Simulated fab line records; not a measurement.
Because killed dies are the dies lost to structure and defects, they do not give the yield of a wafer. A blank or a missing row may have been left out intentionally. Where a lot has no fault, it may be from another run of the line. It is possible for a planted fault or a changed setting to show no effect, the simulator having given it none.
A lot that was struck, set against a sound lot + flow nand-harc + 16 out of 1159 route steps
Sound: the wafers L103.1, L103.2, L103.5. Wafers L997.1, L997.2, L997.3 were the ones struck. The cause is named last.
For every step that has rows: the tool of each side, followed by ch and its chambers, followed by its first start. Under that, the readings that differ: sound wafers + struck wafers + difference of the means + sigmas: that difference in standard deviations of wafers without a fault.
alike: same words and numbers on both sides, and readings whose means sit less than 2 such deviations apart. not compared: any withheld reading, any reading some wafer has no value for, any bound like >300 that may hide the same value, and any number with overlapping values for which the record gives no deviation.
Wherever a step has rows on one side only, a row that says differs or no value, or a row with sigmas, the two part there. Non-overlapping numbers with no deviation appear without sigmas and do not part them. Lack of a reading on every wafer of one side parts them only where that side has two or more wafers.

NHARC_P_CONTACT_ETCH_36: etches the open film in N2/H2, target depth 260 nm, time 406.25 s.
  sound on rie-diel-09 ch 1,3; struck on rie-diel-09 ch 1,2,3
  alike: bias-w, drypump-motor-current-A, oes-product-au, rf-vpp-V, showerhead-plenum-p-Torr, throttle-valve-pct
  not compared: rf-hours-counter-h
then, 3 steps without rows for these wafers: NHARC_P_CONTACT_ETCH_18 (etches the open film in C4F8/O2/Ar, target depth 481 nm, time 240.5 s); NHARC_P_CONTACT_STRIP_37 (strips in C4F8/O2/Ar); NHARC_P_CONTACT_ETCH_31 (etches the open film in CH3F/O2, target depth 30 nm, time 85.7 s).
NHARC_P_CONTACT_CD_MEAS_19:
  struck on cd-sem-03, day 9 09:41; sound on cd-sem-01, day 11 04:05
  alike: cd-nm
NHARC_P_CONTACT_STRIP_28: strips in O2.
  sound on rie-diel-02 ch 0,2,3, day 11 04:10; struck on rie-diel-02 ch 0,2,3, day 9 09:46
  alike: drypump-motor-current-A, o2-flow-sccm, oes-product-au, rf-vpp-V, showerhead-plenum-p-Torr, throttle-valve-pct
  not compared: rf-hours-counter-h
then, 1 step without rows for these wafers: NHARC_P_CONTACT_STRIP_29 (strips in post etch residue remover, time 1200 s).
NHARC_P_CONTACT_DEGAS_38: time 60 s.
  struck on pvd-sputter-01, day 9 10:24; sound on pvd-sputter-01, day 11 04:49
  alike: heater-power-w
then, 1 step without rows for these wafers: NHARC_P_CONTACT_PRE_CLEAN_39 (time 19.5 s).
NHARC_P_CONTACT_PVD_32: deposits Ti, target thk 5 nm, time 17.7 s.
  sound on pvd-sputter-01; struck on pvd-sputter-01
  alike: chamber-pressure-pa, throttle-valve-pct
NHARC_P_CONTACT_ALD_22: deposits TiN, target thk 3 nm, pulse time 1 s, ald cycles 150.
  sound on ald-metal-01 ch 2,3, day 11 05:03; struck on ald-metal-04 ch 0,2,3, day 9 10:39
  alike: heater-power-w, precursor-pulse-height-rel
then, 1 step without rows for these wafers: NHARC_P_CONTACT_CVD_23 (deposits W, target thk 200 nm, time 557 s).
NHARC_P_CONTACT_CMP_24: polishes, t overpolish 30 s, target thk 200 nm.
  sound on cmp-03 ch 0,2, day 11 10:09; struck on cmp-04 ch 0,1,3, day 9 20:49
  no value came back on the struck wafers for any of 6 readings (edge-zone-pressure-frac, motor-current-A (A) and others); on the sound wafers edge-zone-pressure-frac reads 1.001 1.004 0.999
next, for these wafers, 1 step has no rows: NHARC_P_CONTACT_SRD_26.
NHARC_P_CONTACT_INSPECT_27:
  struck on defect-inspect-02, day 9 21:13; sound on defect-inspect-02, day 11 10:32
| reading          | sound       | struck         | difference | sigmas |
|------------------|-------------|----------------|------------|--------|
| raw-defect-count | 347 321 300 | 2276 2377 2292 | +1992      | +13    |
-- break in the record here, with 13 days between the starts of the struck wafers on either side (left off in module P_CONTACT, picked up again in module END, where the first step shown is number 1159 on the route) --
NHARC_END_SORT_01:
  the record has rows for the struck wafers here (prober-01 ch 0, day 23 06:18) and none for the sound ones

== WHERE THEY PART ==
Earliest at NHARC_P_CONTACT_CMP_24; latest, in this record, at NHARC_END_SORT_01.

WHY: the cause the simulator had injected
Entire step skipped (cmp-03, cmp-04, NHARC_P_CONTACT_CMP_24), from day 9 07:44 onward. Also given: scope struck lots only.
